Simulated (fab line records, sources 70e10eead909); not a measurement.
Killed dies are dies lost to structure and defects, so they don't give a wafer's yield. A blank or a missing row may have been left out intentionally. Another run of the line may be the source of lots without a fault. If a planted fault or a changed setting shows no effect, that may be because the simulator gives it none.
fab line records || flow nand_harc
record: {"lots": 7, "wafers": 21, "last_day": 34}
route steps=1302 shown A_STAIRCASE@853 END@1302
lots untouched by any fault: they come from a run of this same line in which no faults occurred
start_h: hours from the record's first day to the start of the lot's first wafer shown || wait_h: hours elapsed since this lot's preceding step || " same as the row above || L1.1+2: several wafers, shown together as one row || - no value, or no start was given || * or withheld: withheld || < > ~ a bound
route shown NAME@n: NAME is a module with steps in the file, n the number in the route of the first one || usual: mean/standard deviation of fault-free wafers || same: alike in all rows || chamber/n: place in a boat || sites: each site's reading || _std_site: standard deviation of those values || _edge_site: the outer-site mean with the inner-site mean subtracted || radius_mm: how far each site lies from the wafer's centre || mask NAME#n: copy n || behind: the last tool/chamber to shape the wafer || hold: why the lot was held/for how many hours/how that ended || device: names the non-switching transistor (n, p or np) || end of line: the tests these same wafers got at the end of their route || step lacking rows: just its recipe || killed: at the first sort, the dies lost to defects and structure; wafer yield is something else || map: the dies of a wafer, with x for killed, . for not killed, _ for no die there
set.NAME: the setting the step ran with; set.NAME@STEP: the setting that earlier step ran with || model.NAME: the simulator's own value behind a step, which no gauge read
lots at selected steps of the route; one table per step, one row per wafer
services: when a tool's chamber went out of use (start_h, in hours from the record's first day, below 0 if earlier), for how many hours, and the reason
== steps ==
step: NHARC_A_STAIRCASE_DEP_322
recipe: {"target_thk_a": 72000, "temp_c": 400, "target_thk_nm": 7200, "teos_flow_sccm": 200, "rf_w": 500, "material": "SiO2"}
usual: {"heater_power_outer_w": "338/84", "heater_power_w": "605/130"}
{"lot.wafer": "L987.1", "tool": "pecvd-02", "chamber": 0, "start_h": 455.48, "wait_h": 0.1, "heater_power_outer_w": 310, "heater_power_w": 604}
{"lot.wafer": "L987.4", "tool": "pecvd-02", "chamber": 0, "start_h": 455.48, "wait_h": 0.1, "heater_power_outer_w": 259, "heater_power_w": 552}
{"lot.wafer": "L987.5", "tool": "pecvd-02", "chamber": 2, "start_h": 455.48, "wait_h": 0.1, "heater_power_outer_w": 216, "heater_power_w": 386}
{"lot.wafer": "L992.2", "tool": "pecvd-03", "chamber": 0, "start_h": 497.94, "wait_h": 0.2, "heater_power_outer_w": 421, "heater_power_w": 669}
{"lot.wafer": "L992.3", "tool": "pecvd-03", "chamber": 2, "start_h": 497.94, "wait_h": 0.2, "heater_power_outer_w": 373, "heater_power_w": 644}
{"lot.wafer": "L992.4", "tool": "pecvd-03", "chamber": 0, "start_h": 497.94, "wait_h": 0.2, "heater_power_outer_w": 337, "heater_power_w": 541}
{"lot.wafer": "L993.1", "tool": "pecvd-02", "chamber": 0, "start_h": 498.05, "wait_h": 0.3, "heater_power_outer_w": 359, "heater_power_w": 666}
{"lot.wafer": "L993.2", "tool": "pecvd-02", "chamber": 1, "start_h": 498.05, "wait_h": 0.3, "heater_power_outer_w": 324, "heater_power_w": 594}
{"lot.wafer": "L993.5", "tool": "pecvd-02", "chamber": 0, "start_h": 498.05, "wait_h": 0.3, "heater_power_outer_w": 261, "heater_power_w": 534}
{"lot.wafer": "L103.3", "tool": "pecvd-02", "chamber": 2, "start_h": 587.95, "wait_h": 0.4, "heater_power_outer_w": 221, "heater_power_w": 397}
{"lot.wafer": "L103.5", "tool": "pecvd-02", "chamber": 1, "start_h": 587.95, "wait_h": 0.4, "heater_power_outer_w": 235, "heater_power_w": 480}
{"lot.wafer": "L103.6", "tool": "pecvd-02", "chamber": 2, "start_h": 587.95, "wait_h": 0.4, "heater_power_outer_w": 211, "heater_power_w": 382}
{"lot.wafer": "L104.3", "tool": "pecvd-02", "chamber": 2, "start_h": 614.70, "wait_h": 0.3, "heater_power_outer_w": 272, "heater_power_w": 472}
{"lot.wafer": "L104.6", "tool": "pecvd-02", "chamber": 0, "start_h": 614.70, "wait_h": 0.3, "heater_power_outer_w": 255, "heater_power_w": 527}
{"lot.wafer": "L104.5", "tool": "pecvd-02", "chamber": 2, "start_h": 614.70, "wait_h": 0.3, "heater_power_outer_w": 219, "heater_power_w": 404}
{"lot.wafer": "L106.1", "tool": "pecvd-01", "chamber": 1, "start_h": 623.88, "wait_h": 0.1, "heater_power_outer_w": 391, "heater_power_w": 646}
{"lot.wafer": "L106.3", "tool": "pecvd-01", "chamber": 2, "start_h": 623.88, "wait_h": 0.1, "heater_power_outer_w": 396, "heater_power_w": 683}
{"lot.wafer": "L106.5", "tool": "pecvd-01", "chamber": 0, "start_h": 623.88, "wait_h": 0.1, "heater_power_outer_w": 285, "heater_power_w": 611}
{"lot.wafer": "L107.1", "tool": "pecvd-01", "chamber": 1, "start_h": 648.03, "wait_h": 0.1, "heater_power_outer_w": 399, "heater_power_w": 665}
{"lot.wafer": "L107.3", "tool": "pecvd-01", "chamber": 2, "start_h": 648.03, "wait_h": 0.1, "heater_power_outer_w": 307, "heater_power_w": 567}
{"lot.wafer": "L107.5", "tool": "pecvd-01", "chamber": 1, "start_h": 648.03, "wait_h": 0.1, "heater_power_outer_w": 320, "heater_power_w": 553}
step: NHARC_A_STAIRCASE_ANNEAL_323
recipe: {"temp_c": 750, "time_s": 1800}
step: NHARC_A_STAIRCASE_DEP_325
recipe: {"target_thk_a": 72000, "temp_c": 400, "target_thk_nm": 7200, "teos_flow_sccm": 200, "rf_w": 500, "material": "SiO2"}
usual: {"heater_power_outer_w": "338/77", "heater_power_w": "606/110"}
{"lot.wafer": "L987.1", "tool": "pecvd-01", "chamber": 2, "start_h": 465.53, "wait_h": 0.3, "heater_power_outer_w": 399, "heater_power_w": 708}
{"lot.wafer": "L987.4", "tool": "pecvd-01", "chamber": 1, "start_h": 465.53, "wait_h": 0.3, "heater_power_outer_w": 309, "heater_power_w": 522}
{"lot.wafer": "L987.5", "tool": "pecvd-01", "chamber": 2, "start_h": 465.53, "wait_h": 0.3, "heater_power_outer_w": 305, "heater_power_w": 541}
{"lot.wafer": "L993.1", "tool": "pecvd-01", "chamber": 1, "start_h": 507.38, "wait_h": 0.1, "heater_power_outer_w": 406, "heater_power_w": 684}
{"lot.wafer": "L993.2", "tool": "pecvd-01", "chamber": 0, "start_h": 507.38, "wait_h": 0.1, "heater_power_outer_w": 386, "heater_power_w": 737}
{"lot.wafer": "L993.5", "tool": "pecvd-01", "chamber": 1, "start_h": 507.38, "wait_h": 0.1, "heater_power_outer_w": 309, "heater_power_w": 561}
{"lot.wafer": "L992.3", "tool": "pecvd-02", "chamber": 1, "start_h": 507.38, "wait_h": 0.1, "heater_power_outer_w": 263, "heater_power_w": 512}
{"lot.wafer": "L992.2", "tool": "pecvd-02", "chamber": 0, "start_h": 507.38, "wait_h": 0.1, "heater_power_outer_w": 359, "heater_power_w": 678}
{"lot.wafer": "L992.4", "tool": "pecvd-02", "chamber": 0, "start_h": 507.38, "wait_h": 0.1, "heater_power_outer_w": 265, "heater_power_w": 539}
{"lot.wafer": "L103.3", "tool": "pecvd-03", "chamber": 1, "start_h": 595.84, "wait_h": 0.6, "heater_power_outer_w": 418, "heater_power_w": 724}
{"lot.wafer": "L103.6", "tool": "pecvd-03", "chamber": 2, "start_h": 595.84, "wait_h": 0.6, "heater_power_outer_w": 334, "heater_power_w": 620}
{"lot.wafer": "L103.5", "tool": "pecvd-03", "chamber": 1, "start_h": 595.84, "wait_h": 0.6, "heater_power_outer_w": 425, "heater_power_w": 722}
{"lot.wafer": "L104.3", "tool": "pecvd-03", "chamber": 1, "start_h": 623.02, "wait_h": 0.3, "heater_power_outer_w": 518, "heater_power_w": 857}
{"lot.wafer": "L104.6", "tool": "pecvd-03", "chamber": 0, "start_h": 623.02, "wait_h": 0.3, "heater_power_outer_w": 342, "heater_power_w": 595}
{"lot.wafer": "L104.5", "tool": "pecvd-03", "chamber": 1, "start_h": 623.02, "wait_h": 0.3, "heater_power_outer_w": 407, "heater_power_w": 723}
{"lot.wafer": "L106.1", "tool": "pecvd-02", "chamber": 1, "start_h": 633.58, "wait_h": 0.1, "heater_power_outer_w": 285, "heater_power_w": 554}
{"lot.wafer": "L106.3", "tool": "pecvd-02", "chamber": 2, "start_h": 633.58, "wait_h": 0.1, "heater_power_outer_w": 307, "heater_power_w": 519}
{"lot.wafer": "L106.5", "tool": "pecvd-02", "chamber": 0, "start_h": 633.58, "wait_h": 0.1, "heater_power_outer_w": 245, "heater_power_w": 539}
{"lot.wafer": "L107.3", "tool": "pecvd-03", "chamber": 1, "start_h": 656.78, "wait_h": 0.2, "heater_power_outer_w": 499, "heater_power_w": 842}
{"lot.wafer": "L107.1", "tool": "pecvd-03", "chamber": 2, "start_h": 656.78, "wait_h": 0.2, "heater_power_outer_w": 444, "heater_power_w": 736}
{"lot.wafer": "L107.5", "tool": "pecvd-03", "chamber": 1, "start_h": 656.78, "wait_h": 0.2, "heater_power_outer_w": 424, "heater_power_w": 751}
step: NHARC_A_STAIRCASE_ANNEAL_326
recipe: {"temp_c": 750, "time_s": 1800}
step: NHARC_A_STAIRCASE_DEHYDRATE_433
recipe: {"temp_c": 150, "time_s": 120}
step: NHARC_A_STAIRCASE_HMDS_434
recipe: {"time_s": 30}
step: NHARC_A_STAIRCASE_COAT_435
recipe: {"spin_rpm": 1200}
step: NHARC_A_STAIRCASE_SOFTBAKE_436
recipe: {"temp_c": 135, "time_s": 170}
step: NHARC_A_STAIRCASE_EBR_437
step: NHARC_A_STAIRCASE_EXPOSE_438
recipe: {"na": 0.5, "dose_mj": 28.97, "mask_id": "STAIR_REV"}
usual: {"exposure_dose_mJ_cm2": "28.98/0.031"}
{"lot.wafer": "L987.1", "tool": "krf_scanner-02", "chamber": 0, "start_h": 474.43, "wait_h": "-", "mask": "STAIR_REV#0", "exposure_dose_mJ_cm2": 29.00}
{"lot.wafer": "L987.4", "tool": "krf_scanner-02", "chamber": 0, "start_h": 474.43, "wait_h": "-", "mask": "STAIR_REV#0", "exposure_dose_mJ_cm2": 29.02}
{"lot.wafer": "L987.5", "tool": "krf_scanner-02", "chamber": 0, "start_h": 474.43, "wait_h": "-", "mask": "STAIR_REV#0", "exposure_dose_mJ_cm2": 28.97}
{"lot.wafer": "L993.1", "tool": "krf_scanner-03", "chamber": 0, "start_h": 517.91, "wait_h": "-", "mask": "STAIR_REV#0", "exposure_dose_mJ_cm2": 28.97}
{"lot.wafer": "L993.2", "tool": "krf_scanner-03", "chamber": 0, "start_h": 517.91, "wait_h": "-", "mask": "STAIR_REV#0", "exposure_dose_mJ_cm2": 28.98}
{"lot.wafer": "L993.5", "tool": "krf_scanner-03", "chamber": 0, "start_h": 517.91, "wait_h": "-", "mask": "STAIR_REV#0", "exposure_dose_mJ_cm2": 28.95}
{"lot.wafer": "L992.2", "tool": "krf_scanner-04", "chamber": 0, "start_h": 518.08, "wait_h": "-", "mask": "STAIR_REV#0", "exposure_dose_mJ_cm2": 28.96}
{"lot.wafer": "L992.3", "tool": "krf_scanner-04", "chamber": 0, "start_h": 518.08, "wait_h": "-", "mask": "STAIR_REV#0", "exposure_dose_mJ_cm2": 28.94}
{"lot.wafer": "L992.4", "tool": "krf_scanner-04", "chamber": 0, "start_h": 518.08, "wait_h": "-", "mask": "STAIR_REV#0", "exposure_dose_mJ_cm2": 28.95}
{"lot.wafer": "L103.3", "tool": "krf_scanner-02", "chamber": 0, "start_h": 603.48, "wait_h": "-", "mask": "STAIR_REV#0", "exposure_dose_mJ_cm2": 29.73}
{"lot.wafer": "L103.5", "tool": "krf_scanner-02", "chamber": 0, "start_h": 603.48, "wait_h": "-", "mask": "STAIR_REV#0", "exposure_dose_mJ_cm2": 29.68}
{"lot.wafer": "L103.6", "tool": "krf_scanner-02", "chamber": 0, "start_h": 603.48, "wait_h": "-", "mask": "STAIR_REV#0", "exposure_dose_mJ_cm2": 29.68}
{"lot.wafer": "L104.3", "tool": "krf_scanner-02", "chamber": 0, "start_h": 630.98, "wait_h": "-", "mask": "STAIR_REV#0", "exposure_dose_mJ_cm2": 29.67}
{"lot.wafer": "L104.5", "tool": "krf_scanner-02", "chamber": 0, "start_h": 630.98, "wait_h": "-", "mask": "STAIR_REV#0", "exposure_dose_mJ_cm2": 29.67}
{"lot.wafer": "L104.6", "tool": "krf_scanner-02", "chamber": 0, "start_h": 630.98, "wait_h": "-", "mask": "STAIR_REV#0", "exposure_dose_mJ_cm2": 29.64}
{"lot.wafer": "L106.1", "tool": "krf_scanner-02", "chamber": 0, "start_h": 641.14, "wait_h": "-", "mask": "STAIR_REV#0", "exposure_dose_mJ_cm2": 29.72}
{"lot.wafer": "L106.3", "tool": "krf_scanner-02", "chamber": 0, "start_h": 641.14, "wait_h": "-", "mask": "STAIR_REV#0", "exposure_dose_mJ_cm2": 29.69}
{"lot.wafer": "L106.5", "tool": "krf_scanner-02", "chamber": 0, "start_h": 641.14, "wait_h": "-", "mask": "STAIR_REV#0", "exposure_dose_mJ_cm2": 29.70}
{"lot.wafer": "L107.1", "tool": "krf_scanner-04", "chamber": 0, "start_h": 667.34, "wait_h": "-", "mask": "STAIR_REV#0", "exposure_dose_mJ_cm2": 29.00}
{"lot.wafer": "L107.3", "tool": "krf_scanner-04", "chamber": 0, "start_h": 667.34, "wait_h": "-", "mask": "STAIR_REV#0", "exposure_dose_mJ_cm2": 29.05}
{"lot.wafer": "L107.5", "tool": "krf_scanner-04", "chamber": 0, "start_h": 667.34, "wait_h": "-", "mask": "STAIR_REV#0", "exposure_dose_mJ_cm2": 29.03}
step: NHARC_A_STAIRCASE_PEB_439
recipe: {"peb_temp_c": 115, "peb_time_s": 130}
step: NHARC_END_SORT_01
recipe: {"temp_c": 25}
usual: {"killed_at_array": "56/21", "killed_at_other": "1.2/1.6", "killed_at_periphery": "3.7/2.5", "killed_dies": "61/21", "killed_open": "3.1/1.8", "killed_short": "2.8/1.7"}
same: {"gross_dies": 677}
{"lot.wafer": "L104.3", "tool": "prober-01", "chamber": 0, "start_h": 774.03, "wait_h": 3.1, "killed_at_array": 90, "killed_at_other": 3, "killed_at_periphery": 2, "killed_dies": 95, "killed_open": 1, "killed_short": 8}
{"lot.wafer": "L104.5", "tool": "prober-01", "chamber": 0, "start_h": 775.64, "wait_h": 3.7, "killed_at_array": 71, "killed_at_other": 2, "killed_at_periphery": 5, "killed_dies": 78, "killed_open": 4, "killed_short": 3}
{"lot.wafer": "L104.6", "tool": "prober-01", "chamber": 0, "start_h": 776.44, "wait_h": 4.0, "killed_at_array": 79, "killed_at_other": 3, "killed_at_periphery": 4, "killed_dies": 86, "killed_open": 3, "killed_short": 4}
killed by level:class
L104.3 A_SLIT:chamber_film_flake=29 A_CHANNEL_HOLE_D2:chamber_film_flake=23 A_CHANNEL_HOLE_D1:chamber_film_flake=13 A_CONTACT:chamber_film_flake=11 A_M1:geometric_particle:short=3 THIN_TSV:chamber_film_flake=3 A_M0:chamber_film_flake=2 P_M0:geometric_particle:short=1
L104.5 A_SLIT:chamber_film_flake=30 A_CHANNEL_HOLE_D2:chamber_film_flake=18 A_CHANNEL_HOLE_D1:chamber_film_flake=8 A_CONTACT:chamber_film_flake=8 A_WL_FILL:geometric_particle:open=2 THIN_TSV:chamber_film_flake=2 P_GATE:geometric_particle:short=1 P_CONTACT:geometric_particle:open=1
L104.6 A_SLIT:chamber_film_flake=27 A_CHANNEL_HOLE_D2:chamber_film_flake=25 A_CHANNEL_HOLE_D1:chamber_film_flake=15 A_CONTACT:chamber_film_flake=5 THIN_TSV:chamber_film_flake=3 P_CONTACT:geometric_particle:short=1 P_CONTACT:geometric_particle:open=1 P_M0:geometric_particle:open=1
== services ==
{"tool": "krf_scanner-02", "chamber": "-", "start_h": 438.00, "hours": 4.0, "kind": "pm"}
{"tool": "pecvd-02", "chamber": 1, "start_h": 454.41, "hours": 6.2, "kind": "repair"}
{"tool": "krf_scanner-02", "chamber": "-", "start_h": 454.43, "hours": 1.5, "kind": "repair"}
{"tool": "krf_scanner-03", "chamber": "-", "start_h": 479.36, "hours": 3.9, "kind": "repair"}
{"tool": "pecvd-03", "chamber": 0, "start_h": 480.89, "hours": 9.1, "kind": "repair"}
{"tool": "pecvd-01", "chamber": "-", "start_h": 492.00, "hours": 13.0, "kind": "pm"}
{"tool": "pecvd-01", "chamber": 0, "start_h": 492.00, "hours": 13.0, "kind": "vent_cycle"}
{"tool": "pecvd-01", "chamber": 1, "start_h": 492.00, "hours": 13.0, "kind": "vent_cycle"}
{"tool": "krf_scanner-02", "chamber": "-", "start_h": 504.47, "hours": 1.5, "kind": "repair"}
{"tool": "krf_scanner-04", "chamber": "-", "start_h": 526.00, "hours": 4.0, "kind": "pm"}
{"tool": "pecvd-03", "chamber": "-", "start_h": 547.35, "hours": 13.0, "kind": "pm"}
{"tool": "krf_scanner-02", "chamber": "-", "start_h": 556.65, "hours": 0.1, "kind": "repair"}
{"tool": "krf_scanner-03", "chamber": "-", "start_h": 568.00, "hours": 4.0, "kind": "pm"}
{"tool": "krf_scanner-03", "chamber": "-", "start_h": 588.69, "hours": 0.7, "kind": "repair"}
{"tool": "pecvd-03", "chamber": 0, "start_h": 588.85, "hours": 17.7, "kind": "repair"}
{"tool": "pecvd-02", "chamber": "-", "start_h": 589.71, "hours": 13.0, "kind": "pm"}
{"tool": "pecvd-02", "chamber": 0, "start_h": 589.71, "hours": 13.0, "kind": "vent_cycle"}
{"tool": "pecvd-02", "chamber": 1, "start_h": 589.71, "hours": 13.0, "kind": "vent_cycle"}
{"tool": "pecvd-02", "chamber": 2, "start_h": 589.71, "hours": 13.0, "kind": "vent_cycle"}
{"tool": "pecvd-02", "chamber": 0, "start_h": 602.71, "hours": "-", "kind": "clean"}
{"tool": "pecvd-02", "chamber": 1, "start_h": 602.71, "hours": "-", "kind": "clean"}
{"tool": "pecvd-02", "chamber": 2, "start_h": 602.71, "hours": "-", "kind": "clean"}
{"tool": "krf_scanner-02", "chamber": "-", "start_h": 610.00, "hours": 4.0, "kind": "pm"}
{"tool": "krf_scanner-04", "chamber": "-", "start_h": 621.69, "hours": 0.3, "kind": "repair"}
== key ==
first_sign: {"step": "NHARC_A_STAIRCASE_EXPOSE_438", "reading": "exposure_dose_mJ_cm2", "direction": "up", "sigmas": 23, "usual": 28.98, "struck": 29.69}
effect none on later readings
met_at NHARC_A_STAIRCASE_EXPOSE_438
struck_wafers L103.3,L103.5,L103.6,L104.3,L104.5,L104.6,L106.1,L106.3,L106.5
tester_left_out L103,L104,L106
onset_between 474.43 603.48
fault: {"kind": "process_parameter_drift", "tool": "krf_scanner-02", "chamber": "-", "onset_h": 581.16, "steps": "NHARC_A_STAIRCASE_EXPOSE_438", "channel": "dose_mj", "offset": 0.71696, "shape": "step", "acts_in": "these_recipes_only", "stated": 28.97}
tester_left_out: of these lots the tester's yield and bins aren't shown, on N5 and GAA mostly nor the transistor test; their killed dies are dies lost to structure and defects alone, not to doping, threshold or leakage, so they don't give the yield
